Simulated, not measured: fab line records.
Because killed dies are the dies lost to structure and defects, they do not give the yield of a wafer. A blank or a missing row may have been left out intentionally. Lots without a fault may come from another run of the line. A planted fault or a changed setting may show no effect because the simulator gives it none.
Matching of chambers / flow nand-harc / NHARC_A_STAIRCASE_DESCUM_443 on rie-diel-05: 4 sister chambers
The step chemistry O2, time 3 s. 4 wafers are shown with their chamber, then 11 later ones without.

## EACH WAFER AND ITS CHAMBER
wafer=L089.5; chamber=0; drypump-motor-current-A (A)=4.7
wafer=L089.4; chamber=3; drypump-motor-current-A (A)=6.5
wafer=L089.6; chamber=1; drypump-motor-current-A (A)=5.7
wafer=L092.1; chamber=2; drypump-motor-current-A (A)=6.1

## WAFERS WHOSE CHAMBER IS MISSING
wafer=L092.3; drypump-motor-current-A (A)=5.7
wafer=L092.4; drypump-motor-current-A (A)=4.8
wafer=L092.2; drypump-motor-current-A (A)=6.5
wafer=L092.5; drypump-motor-current-A (A)=6.5
wafer=L092.6; drypump-motor-current-A (A)=6.1
wafer=L097.1; drypump-motor-current-A (A)=6.5
wafer=L097.3; drypump-motor-current-A (A)=4.7
wafer=L097.5; drypump-motor-current-A (A)=4.7
wafer=L097.2; drypump-motor-current-A (A)=6.1
wafer=L097.4; drypump-motor-current-A (A)=5.7
wafer=L097.6; drypump-motor-current-A (A)=6.5

## WHICH CHAMBER EACH ONE RAN IN
wafer=L092.3; from the rows above=1; in truth=1
wafer=L092.4; from the rows above=0; in truth=0
wafer=L092.2; from the rows above=3; in truth=3
wafer=L092.5; from the rows above=3; in truth=3
wafer=L092.6; from the rows above=2; in truth=2
wafer=L097.1; from the rows above=3; in truth=3
wafer=L097.3; from the rows above=0; in truth=0
wafer=L097.5; from the rows above=0; in truth=0
wafer=L097.2; from the rows above=2; in truth=2
wafer=L097.4; from the rows above=1; in truth=1
wafer=L097.6; from the rows above=3; in truth=3
Correct placement for 11 of the 11. Left unplaced by these rows: 0. Wrongly placed: 0.
How it was worked out, from the rows above alone: a wafer's distance from a chamber is the root of the sum, over the readings, of the square of ((its reading less the chamber's mean) divided by the reading's scatter). The wafer belongs to the nearest chamber; if the next one is less than 2 further off, it can't be placed. A chamber's mean is the mean of its shown wafers. The scatter: with one shown wafer a chamber, the root of the mean of the squares of how far each hidden wafer lies from its nearest shown one.
